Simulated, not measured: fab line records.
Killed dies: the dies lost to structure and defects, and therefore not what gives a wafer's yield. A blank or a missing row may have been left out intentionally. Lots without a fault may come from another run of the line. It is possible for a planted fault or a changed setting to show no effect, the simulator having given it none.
fab line records | flow nand_harc
[record] lots = 12 | wafers = 36 | last_day = 33
route steps=1302 shown A_CHANNEL_HOLE_D1@489 A_CHANNEL_FILL_D1@493 END@1302
lots that met no fault: from a run of the same line without faults
start_h: hours from the record's first day to the start of the lot's first wafer shown | wait_h: time in hours since the lot's previous step | " repeats the value in the row above | L1.1+2: one row covering several wafers at once | - value missing, or start not given | * or withheld: withheld | < > ~ a bound
route shown NAME@n: names a module that has steps shown in the file, with the first one's number in the route | usual: mean/standard deviation taken from wafers without a fault | same: alike in all rows | chamber/n: place in a boat | sites: per-site readings | _std_site: standard deviation of those values | _edge_site: inner sites' mean taken away from outer sites' mean | radius_mm: for every site, how far away it sits from the centre of the wafer | mask NAME#n: copy n | behind: the tool/chamber that last shaped the wafer | hold: why the lot was held/for how many hours/how that ended | device: whichever transistor did not switch (one of n, p or np) | end of line: the tests these same wafers got at the end of their route | step lacking rows: just its recipe | killed: dies that structure and defects cost at the first sort, which is not the same as the wafer's yield | map: per-die view of a wafer (x killed, . not killed, _ where there is no die)
set.NAME: setting as actually run; set.NAME@STEP: the setting as run at that earlier step | model.NAME: the simulator's own value behind a step, which no gauge read
steps of the route over a sample of lots; a table a step, a row a wafer
services: the hour from which a tool's chamber was out of use, counted from the record's first day as start_h (under 0 if before that day), plus the number of hours and why
[[steps]]
[step NHARC_A_CHANNEL_HOLE_D1_INSPECT_40]
[usual] raw_defect_count = 70/26
lot.wafer | tool              | chamber | start_h | wait_h | raw_defect_count
L893.1    | defect_inspect-02 | -       | 184.66  | -      | 82
L893.2    | "                 | -       | "       | "      | 112
L893.6    | "                 | -       | "       | "      | 71
L895.3    | defect_inspect-02 | -       | 202.25  | -      | 41
L895.4    | "                 | -       | "       | "      | 40
L895.5    | "                 | -       | "       | "      | 28
L898.2    | defect_inspect-01 | -       | 234.07  | -      | 73
L898.3    | "                 | -       | "       | "      | 83
L898.4    | "                 | -       | "       | "      | 93
L899.2    | defect_inspect-02 | -       | 242.39  | -      | 35
L899.4    | "                 | -       | "       | "      | 53
L899.6    | "                 | -       | "       | "      | 46
L900.1    | defect_inspect-02 | -       | 254.44  | -      | 88
L900.5    | "                 | -       | "       | "      | 101
L900.6    | "                 | -       | "       | "      | 71
L906.1    | defect_inspect-02 | -       | 326.06  | -      | 59
L906.2    | "                 | -       | "       | "      | 47
L906.5    | "                 | -       | "       | "      | 31
L907.1    | defect_inspect-01 | -       | 334.42  | -      | 51
L907.3    | "                 | -       | "       | "      | 32
L907.4    | "                 | -       | "       | "      | 51
L909.1    | defect_inspect-01 | -       | 354.52  | -      | 42
L909.3    | "                 | -       | "       | "      | 63
L909.5    | "                 | -       | "       | "      | 71
L908.1    | defect_inspect-01 | -       | 356.55  | -      | 91
L908.5    | "                 | -       | "       | "      | 95
L908.6    | "                 | -       | "       | "      | 89
L910.4    | defect_inspect-02 | -       | 358.40  | -      | 49
L910.5    | "                 | -       | "       | "      | 60
L910.6    | "                 | -       | "       | "      | 61
L911.1    | defect_inspect-02 | -       | 369.92  | -      | 50
L911.3    | "                 | -       | "       | "      | 66
L911.5    | "                 | -       | "       | "      | 60
L916.2    | defect_inspect-01 | -       | 415.89  | -      | 77
L916.3    | "                 | -       | "       | "      | 71
L916.4    | "                 | -       | "       | "      | 59
[step NHARC_A_CHANNEL_FILL_D1_ALD_03]
[recipe] target_thk_a = 60 | pulse_time_s = 60 | ald_cycles = 58 | temp_c = 630 | pressure_torr = 2 | material = SiNx
[usual] precursor_pulse_height_rel = 1.000/0.02 | susceptor_temp_C = 630.00/0.29
lot.wafer | tool             | chamber | start_h | wait_h | precursor_pulse_height_rel | susceptor_temp_C
L893.1    | ald_sin_batch-03 | 0       | -       | -      | 0.997                      | 630.15
L893.2    | "                | 0       | "       | "      | 1.010                      | 630.16
L893.6    | "                | 0       | "       | "      | 1.004                      | 630.26
L895.3    | ald_sin_batch-02 | 0       | -       | -      | 1.003                      | 629.84
L895.4    | "                | 0       | "       | "      | 1.005                      | 630.13
L895.5    | "                | 0       | "       | "      | 1.009                      | 630.03
L898.2    | ald_sin_batch-03 | 0       | -       | -      | 0.993                      | 630.59
L898.3    | "                | 0       | "       | "      | 1.003                      | 629.90
L898.4    | "                | 0       | "       | "      | 1.005                      | 630.10
L899.2    | ald_sin_batch-02 | 0       | -       | -      | 0.984                      | 629.75
L899.4    | "                | 0       | "       | "      | 1.011                      | 629.82
L899.6    | "                | 0       | "       | "      | 1.014                      | 629.56
L900.1    | ald_sin_batch-03 | 0       | -       | -      | 0.993                      | 630.12
L900.5    | "                | 0       | "       | "      | 0.972                      | 629.61
L900.6    | "                | 0       | "       | "      | 1.008                      | 630.20
L906.1    | ald_sin_batch-03 | 0       | -       | -      | 0.987                      | 629.77
L906.2    | "                | 0       | "       | "      | 1.019                      | 629.95
L906.5    | "                | 0       | "       | "      | 1.017                      | 630.22
L907.1    | ald_sin_batch-01 | 0       | -       | -      | 1.015                      | -
L907.3    | "                | 0       | "       | "      | 1.017                      | -
L907.4    | "                | 0       | "       | "      | 0.970                      | -
L908.1    | ald_sin_batch-03 | 0       | -       | -      | 0.989                      | 629.85
L908.5    | "                | 0       | "       | "      | 1.013                      | 629.98
L908.6    | "                | 0       | "       | "      | 1.006                      | 630.17
L909.1    | ald_sin_batch-03 | 0       | -       | -      | 0.993                      | 629.32
L909.3    | "                | 0       | "       | "      | 1.005                      | 629.41
L909.5    | "                | 0       | "       | "      | 1.012                      | 629.42
L910.4    | ald_sin_batch-02 | 0       | -       | -      | 1.006                      | 630.13
L910.5    | "                | 0       | "       | "      | 1.033                      | 630.23
L910.6    | "                | 0       | "       | "      | 0.971                      | 630.10
L911.1    | ald_sin_batch-01 | 0       | -       | -      | 1.003                      | 629.58
L911.3    | "                | 0       | "       | "      | 1.008                      | 629.70
L911.5    | "                | 0       | "       | "      | 0.993                      | 630.00
L916.2    | ald_sin_batch-02 | 0       | -       | -      | 0.988                      | 630.20
L916.3    | "                | 0       | "       | "      | 1.003                      | 630.50
L916.4    | "                | 0       | "       | "      | 0.963                      | 629.79
[step NHARC_A_CHANNEL_FILL_D1_ALD_16]
[recipe] target_thk_a = 15 | pulse_time_s = 10 | ald_cycles = 15 | temp_c = 300 | material = SiO2
[usual] heater_power_w = 491/38 | precursor_pulse_height_rel = 0.999/0.02 | susceptor_temp_C = 299.96/0.19
lot.wafer | tool      | chamber | start_h | wait_h | heater_power_w | precursor_pulse_height_rel | since_wet_clean_h | susceptor_temp_C
L893.2    | ald_hk-01 | 0       | 195.05  | 0.3    | 462            | 0.990                      | 65                | 300.33
L893.1    | "         | 1       | "       | "      | 484            | 1.012                      | 65                | 299.68
L893.6    | "         | 2       | "       | "      | 544            | 1.038                      | -                 | 300.10
L895.4    | ald_hk-01 | 2       | 217.02  | 1.1    | 555            | 0.992                      | 87                | 300.14
L895.3    | "         | 1       | "       | "      | 474            | 0.998                      | 87                | 299.80
L895.5    | "         | 3       | "       | "      | 510            | 0.988                      | -                 | 300.08
L898.2    | ald_hk-03 | 0       | 246.50  | 0.1    | 517            | 0.958                      | 25                | 300.15
L898.4    | "         | 1       | "       | "      | 485            | 0.996                      | 25                | 299.88
L898.3    | "         | 2       | "       | "      | 461            | 1.024                      | 25                | 300.41
L899.2    | ald_hk-01 | 1       | 254.84  | 0.1    | 483            | 1.014                      | 125               | 300.09
L899.4    | "         | 2       | "       | "      | 540            | 0.989                      | 125               | 299.68
L899.6    | "         | 0       | "       | "      | 452            | 1.013                      | -                 | 299.86
L900.1    | ald_hk-01 | 3       | 266.98  | 0.2    | 487            | 1.007                      | 137               | 300.16
L900.6    | "         | 2       | "       | "      | 533            | 0.989                      | -                 | 300.10
L900.5    | "         | 3       | "       | "      | 504            | 1.005                      | -                 | 300.11
L906.1    | ald_hk-03 | 0       | 338.44  | 0.0    | 512            | 0.972                      | 116               | -
L906.2    | "         | 3       | "       | "      | 426            | 0.974                      | 117               | -
L906.5    | "         | 1       | "       | "      | 479            | 0.977                      | -                 | -
L907.1    | ald_hk-01 | 3       | 346.74  | 0.0    | 514            | 0.992                      | 39                | 299.65
L907.3    | "         | 0       | "       | "      | 460            | 0.975                      | 39                | 299.83
L907.4    | "         | 1       | "       | "      | 433            | 0.998                      | 39                | 300.19
L908.1    | ald_hk-01 | 3       | 367.86  | 0.1    | 524            | 1.008                      | 60                | 299.79
L908.6    | "         | 2       | "       | "      | 540            | 1.035                      | -                 | 300.18
L908.5    | "         | 3       | "       | "      | 516            | 0.986                      | -                 | 300.03
L909.1    | ald_hk-04 | 0       | 367.89  | 0.1    | 489            | 0.976                      | 99                | 300.08
L909.3    | "         | 1       | "       | "      | 466            | 0.977                      | 99                | 300.19
L909.5    | "         | 2       | "       | "      | 548            | 0.990                      | -                 | 299.60
L910.4    | ald_hk-04 | 1       | 371.25  | 0.4    | 468            | 1.039                      | 102               | 299.90
L910.5    | "         | 0       | "       | "      | 478            | 1.042                      | -                 | 299.82
L910.6    | "         | 1       | "       | "      | 451            | 0.983                      | -                 | 299.98
L911.1    | ald_hk-01 | 2       | 382.39  | 0.0    | 535            | 0.998                      | 74                | 299.52
L911.3    | "         | 0       | "       | "      | 458            | 0.999                      | 74                | 299.98
L911.5    | "         | 3       | "       | "      | 506            | 0.996                      | -                 | 300.02
L916.2    | ald_hk-01 | 3       | 428.30  | 0.0    | 525            | 0.987                      | 120               | 300.09
L916.4    | "         | 0       | "       | "      | 457            | 1.019                      | 120               | 299.66
L916.3    | "         | 1       | "       | "      | 438            | 1.024                      | 120               | 300.16
[step NHARC_A_CHANNEL_FILL_D1_CVD_09]
[recipe] target_thk_a = 1500 | temp_c = 620 | pressure_mtorr = 200 | time_s = 3000 | material = poly-Si
[usual] pressure_mtorr = 200.0/0.37 | run_length_s = 3001.4/0.96 | spike_tc_upper_C = 620.2/1.1
lot.wafer | tool          | chamber | start_h | wait_h | pressure_mtorr | run_length_s | spike_tc_upper_C
L893.1    | lpcvd_poly-04 | 0       | 227.40  | 2.8    | 199.0          | 3002.8       | 620.2
L893.2    | "             | 0       | "       | "      | 199.8          | 3002.8       | 619.6
L893.6    | "             | 0       | "       | "      | 199.6          | 3002.8       | 619.6
L895.3    | lpcvd_poly-04 | 0       | 249.10  | 2.3    | 200.3          | 3002.5       | 617.6
L895.4    | "             | 0       | "       | "      | 199.8          | 3002.5       | 621.1
L895.5    | "             | 0       | "       | "      | 199.6          | 3002.5       | 621.8
L898.2    | lpcvd_poly-02 | -       | 278.67  | 2.3    | -              | -            | -
L898.3    | "             | -       | "       | "      | -              | -            | -
L898.4    | "             | -       | "       | "      | -              | -            | -
L899.2    | lpcvd_poly-04 | -       | 289.06  | 2.3    | -              | -            | -
L899.4    | "             | -       | "       | "      | -              | -            | -
L899.6    | "             | -       | "       | "      | -              | -            | -
L900.1    | lpcvd_poly-04 | -       | 298.98  | 2.3    | -              | -            | -
L900.5    | "             | -       | "       | "      | -              | -            | -
L900.6    | "             | -       | "       | "      | -              | -            | -
L906.1    | lpcvd_poly-03 | 0       | 370.54  | 2.4    | 199.8          | 3001.8       | 618.6
L906.2    | "             | 0       | "       | "      | 200.4          | 3001.8       | 621.4
L906.5    | "             | 0       | "       | "      | 200.3          | 3001.8       | 622.1
L907.1    | lpcvd_poly-02 | 0       | 379.77  | 2.3    | 199.8          | 3000.4       | 620.3
L907.3    | "             | 0       | "       | "      | 200.5          | 3000.4       | 619.4
L907.4    | "             | 0       | "       | "      | 200.2          | 3000.4       | 620.4
L908.1    | lpcvd_poly-02 | 0       | 399.75  | -      | 200.3          | 3000.5       | 620.3
L908.5    | "             | 0       | "       | "      | 200.1          | 3000.5       | 620.0
L908.6    | "             | 0       | "       | "      | 200.1          | 3000.5       | 619.6
L909.1    | lpcvd_poly-02 | 0       | 399.75  | 2.3    | 199.7          | 3000.3       | 619.6
L909.3    | "             | 0       | "       | "      | 199.3          | 3000.3       | 619.6
L909.5    | "             | 0       | "       | "      | 200.2          | 3000.3       | 621.1
L910.4    | lpcvd_poly-02 | 0       | 403.92  | 2.3    | 199.7          | 3000.3       | 619.8
L910.5    | "             | 0       | "       | "      | 199.4          | 3000.3       | 619.1
L910.6    | "             | 0       | "       | "      | 199.4          | 3000.3       | 620.6
L911.1    | lpcvd_poly-02 | 0       | 415.45  | 2.2    | 200.2          | 3000.3       | 620.4
L911.3    | "             | 0       | "       | "      | 199.6          | 3000.3       | 621.7
L911.5    | "             | 0       | "       | "      | 200.0          | 3000.3       | 618.5
L916.2    | lpcvd_poly-03 | 0       | 461.40  | 2.4    | 199.6          | 3002.0       | 620.7
L916.3    | "             | 0       | "       | "      | 199.9          | 3002.0       | 621.5
L916.4    | "             | 0       | "       | "      | 199.7          | 3002.0       | 622.1
[step NHARC_A_CHANNEL_FILL_D1_CMP_10]
[recipe] target_thk_nm = 150
[usual] motor_current_A = 12.2/1.3 | slurry_filter_dp_kPa = 13.48/0.13 | time_to_endpoint_s = 15/3.3
lot.wafer | tool   | chamber | start_h | wait_h | motor_current_A | slurry_filter_dp_kPa | time_to_endpoint_s
L893.1    | cmp-01 | 3       | 230.54  | 0.4    | 12.5            | 13.54                | 15
L893.2    | "      | 0       | "       | "      | 14.5            | 13.32                | 13
L893.6    | "      | 3       | "       | "      | 12.0            | 13.40                | 17
L895.4    | cmp-02 | 1       | 252.28  | 0.4    | 14.4            | 13.57                | 10
L895.3    | "      | 3       | "       | "      | 12.2            | 13.37                | 12
L895.5    | "      | 2       | "       | "      | 11.1            | 13.47                | 15
L898.4    | cmp-01 | 2       | 281.88  | 0.4    | 11.4            | 13.19                | 6
L898.2    | "      | 3       | "       | "      | 13.1            | 13.53                | 8
L898.3    | "      | 0       | "       | "      | 13.2            | 13.47                | 6
L899.2    | cmp-01 | 2       | 292.26  | 0.4    | 11.6            | 13.61                | 8
L899.4    | "      | 0       | "       | "      | 13.7            | 13.44                | 6
L899.6    | "      | 3       | "       | "      | 11.9            | 13.31                | 8
L900.1    | cmp-02 | 1       | 302.22  | 0.4    | 14.3            | 13.63                | 2
L900.5    | "      | 3       | "       | "      | 11.4            | 13.31                | 4
L900.6    | "      | 0       | "       | "      | 11.6            | 13.43                | 8
L906.1    | cmp-02 | 0       | 373.68  | 0.4    | 11.6            | 13.42                | 19
L906.2    | "      | 1       | "       | "      | 13.8            | 13.55                | 14
L906.5    | "      | 0       | "       | "      | 12.4            | 13.44                | 21
L907.1    | cmp-02 | 1       | 382.98  | 0.4    | 14.1            | 13.61                | 8
L907.3    | "      | 2       | "       | "      | 11.5            | 13.39                | 15
L907.4    | "      | 0       | "       | "      | 13.1            | 13.54                | 21
L909.3    | cmp-04 | 2       | 402.87  | 0.4    | 10.1            | 13.47                | 11
L909.1    | "      | 0       | "       | "      | 10.9            | 13.71                | 14
L909.5    | "      | 3       | "       | "      | 13.1            | 13.44                | 14
L908.1    | cmp-02 | 0       | 402.89  | 0.4    | 12.5            | 13.56                | 18
L908.5    | "      | 3       | "       | "      | 11.7            | 13.42                | 10
L908.6    | "      | 0       | "       | "      | 11.9            | 13.64                | 19
L910.4    | cmp-01 | 0       | 407.13  | 0.4    | 14.7            | 13.28                | 17
L910.5    | "      | 3       | "       | "      | 12.0            | 13.62                | 18
L910.6    | "      | 0       | "       | "      | 13.8            | 13.46                | 15
L911.1    | cmp-02 | 0       | 418.64  | 0.4    | 12.3            | 13.53                | 20
L911.3    | "      | 2       | "       | "      | 11.6            | 13.42                | 14
L911.5    | "      | 3       | "       | "      | 12.1            | 13.41                | 12
L916.2    | cmp-02 | 2       | 464.55  | 0.4    | 11.1            | 13.44                | 13
L916.3    | "      | 0       | "       | "      | 12.3            | 13.60                | 18
L916.4    | "      | 1       | "       | "      | 14.4            | 13.37                | 12
[step NHARC_END_SORT_01]
[recipe] temp_c = 25
[usual] killed_at_array = 63/27 | killed_at_other = 0.7/1.2 | killed_at_periphery = 3.1/2 | killed_dies = 67/28 | killed_open = 3.0/1.9 | killed_short = 2.2/1.5
[same] gross_dies = 677
lot.wafer | tool      | chamber | start_h | wait_h | killed_at_array | killed_at_other | killed_at_periphery | killed_dies | killed_open | killed_short
L898.2    | prober-01 | 0       | 606.35  | 2.8    | 670             | 2               | 5                   | 677         | 2           | 3
L898.3    | prober-01 | 0       | 607.15  | 3.1    | 667             | 0               | 10                  | 677         | 3           | 2
L898.4    | prober-01 | 0       | 607.95  | 3.4    | 666             | 3               | 8                   | 677         | 0           | 0
L899.2    | prober-02 | 0       | 616.52  | 2.8    | 671             | 0               | 6                   | 677         | 3           | 3
L899.4    | prober-02 | 0       | 618.10  | 3.4    | 676             | 0               | 1                   | 677         | 3           | 1
L899.6    | prober-02 | 0       | 619.68  | 4.0    | 674             | 1               | 2                   | 677         | 3           | 2
L900.1    | prober-01 | 0       | 623.19  | 2.5    | 671             | 0               | 6                   | 677         | 6           | 4
L900.5    | prober-01 | 0       | 626.34  | 3.7    | 676             | 0               | 1                   | 677         | 5           | 0
L900.6    | prober-01 | 0       | 627.13  | 3.9    | 671             | 3               | 3                   | 677         | 6           | 6
// killed by level:class
L898.2 A_CHANNEL_FILL_D1:area_cvd=567 A_CHANNEL_HOLE_D2:chamber_film_flake=35 A_SLIT:chamber_film_flake=29 A_CHANNEL_HOLE_D1:chamber_film_flake=28 P_GATE:chamber_film_flake=4 A_STAIRCASE:chamber_film_flake=3 A_ZERO_WELL:chamber_film_flake=2 THIN_TSV:chamber_film_flake=2
L898.3 A_CHANNEL_FILL_D1:area_cvd=575 A_CHANNEL_HOLE_D1:chamber_film_flake=31 A_SLIT:chamber_film_flake=29 A_CHANNEL_HOLE_D2:chamber_film_flake=20 P_GATE:chamber_film_flake=6 A_CONTACT:chamber_film_flake=5 A_STAIRCASE:chamber_film_flake=3 P_CONTACT:geometric_particle:open=2
L898.4 A_CHANNEL_FILL_D1:area_cvd=583 A_SLIT:chamber_film_flake=29 A_CHANNEL_HOLE_D2:chamber_film_flake=24 A_CHANNEL_HOLE_D1:chamber_film_flake=23 P_GATE:chamber_film_flake=3 P_STI:chamber_film_flake=3 A_STAIRCASE:chamber_film_flake=3 THIN_TSV:chamber_film_flake=3
L899.2 A_CHANNEL_FILL_D1:area_cvd=650 A_CHANNEL_HOLE_D2:chamber_film_flake=9 A_CONTACT:chamber_film_flake=5 P_BONDPAD:chamber_film_flake=3 A_WL_FILL:geometric_particle:short=2 A_CHANNEL_HOLE_D1:chamber_film_flake=2 P_CONTACT:geometric_particle:short=1 P_M0:geometric_particle:open=1
L899.4 A_CHANNEL_FILL_D1:area_cvd=653 A_CHANNEL_HOLE_D2:chamber_film_flake=11 A_SLIT:chamber_film_flake=3 A_M0:geometric_particle:open=2 A_STAIRCASE:chamber_film_flake=2 A_BONDPAD:chamber_film_flake=2 A_ONON_D1:geometric_particle:short=1 A_WL_FILL:geometric_particle:open=1
L899.6 A_CHANNEL_FILL_D1:area_cvd=654 A_CHANNEL_HOLE_D2:chamber_film_flake=7 A_CHANNEL_HOLE_D1:chamber_film_flake=5 A_CONTACT:chamber_film_flake=3 A_BONDPAD:chamber_film_flake=2 P_CONTACT:geometric_particle:open=1 P_M0:geometric_particle:open=1 A_ONON_D1:geometric_particle:short=1
L900.1 A_CHANNEL_FILL_D1:area_cvd=571 A_SLIT:chamber_film_flake=35 A_CHANNEL_HOLE_D2:chamber_film_flake=25 A_CHANNEL_HOLE_D1:chamber_film_flake=15 A_CONTACT:chamber_film_flake=7 A_STAIRCASE:chamber_film_flake=5 A_ONON_D2:geometric_particle:short=3 P_BONDPAD:chamber_film_flake=3
L900.5 A_CHANNEL_FILL_D1:area_cvd=559 A_SLIT:chamber_film_flake=34 A_CHANNEL_HOLE_D2:chamber_film_flake=33 A_CHANNEL_HOLE_D1:chamber_film_flake=32 A_WL_FILL:chamber_film_flake=5 A_CONTACT:chamber_film_flake=5 A_STAIRCASE:chamber_film_flake=3 A_SOURCE_PLATE:geometric_particle:open=1
L900.6 A_CHANNEL_FILL_D1:area_cvd=553 A_CHANNEL_HOLE_D2:chamber_film_flake=35 A_SLIT:chamber_film_flake=29 A_CHANNEL_HOLE_D1:chamber_film_flake=28 A_CONTACT:chamber_film_flake=10 A_ONON_D2:geometric_particle:short=3 THIN_TSV:chamber_film_flake=3 A_M0:geometric_particle:open=2
[[services]]
tool             | chamber | start_h | hours | kind
ald_hk-04        | -       | 169.97  | 0.3   | repair
cmp-01           | -       | 185.81  | 4.0   | pm
cmp-02           | -       | 200.13  | 0.2   | repair
lpcvd_poly-02    | -       | 206.18  | 26.0  | pm
cmp-01           | -       | 214.28  | 4.4   | repair
cmp-02           | -       | 229.77  | 1.2   | repair
cmp-02           | -       | 232.50  | 4.0   | pm
cmp-01           | -       | 238.01  | 0.5   | repair
cmp-01           | -       | 264.20  | 0.3   | repair
ald_sin_batch-02 | -       | 266.00  | 26.0  | pm
cmp-01           | -       | 283.81  | 4.0   | pm
cmp-01           | -       | 292.72  | 1.7   | repair
ald_hk-01        | -       | 298.17  | 10.0  | pm
cmp-01           | -       | 302.81  | 5.1   | repair
ald_sin_batch-02 | -       | 320.31  | 12.4  | repair
cmp-02           | -       | 330.50  | 4.0   | pm
cmp-01           | -       | 366.64  | 10.6  | repair
ald_hk-01        | -       | 367.01  | 0.5   | repair
cmp-01           | -       | 381.81  | 4.0   | pm
cmp-02           | -       | 395.09  | 1.0   | repair
cmp-02           | -       | 420.46  | 1.1   | repair
cmp-01           | -       | 427.43  | 12.6  | repair
cmp-02           | -       | 428.50  | 4.0   | pm
cmp-02           | -       | 464.20  | 0.3   | repair
[[key]]
[first_sign] step = NHARC_A_CHANNEL_FILL_D1_CVD_09 | reading = tool_record | direction = missing
[effect] step = NHARC_A_CHANNEL_FILL_D1_CMP_10 | reading = time_to_endpoint_s | direction = down | sigmas = 2.6 | usual = * | struck = *
[effect] step = NHARC_END_SORT_01 | reading = killed_at_array | direction = up | sigmas = 22 | usual = 63 | struck = 671
[more_kills_born_at] NHARC_A_CHANNEL_FILL_D1_CVD_09@lpcvd_poly-04 = 3640 | NHARC_A_CHANNEL_FILL_D1_CVD_09@lpcvd_poly-02 = 1725
met_at NHARC_A_CHANNEL_FILL_D1_CVD_09
struck_lots L898,L899,L900
later_rows_left_out L898.2,L898.3,L898.4,L899.2,L899.4,L899.6,L900.1,L900.5,L900.6
tester_left_out L898,L899,L900
not_acting_at NHARC_A_CHANNEL_HOLE_D1_INSPECT_40,NHARC_A_CHANNEL_FILL_D1_ALD_03,NHARC_A_CHANNEL_FILL_D1_ALD_16
onset_between 249.10 278.67
[fault] kind = skipped_step_whole | tool = lpcvd_poly-02,lpcvd_poly-04 | chamber = - | onset_h = 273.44 | steps = NHARC_A_CHANNEL_FILL_D1_CVD_09 | scope = struck_lots_only
// tester_left_out: of these lots the tester's yield and bins aren't shown, on N5 and GAA mostly nor the transistor test; their killed dies are dies lost to structure and defects alone, not to doping, threshold or leakage, so they don't give the yield
// later_rows_left_out: the simulator's readings of these wafers behind a module that went badly wrong aren't trusted and aren't shown, but for the sort
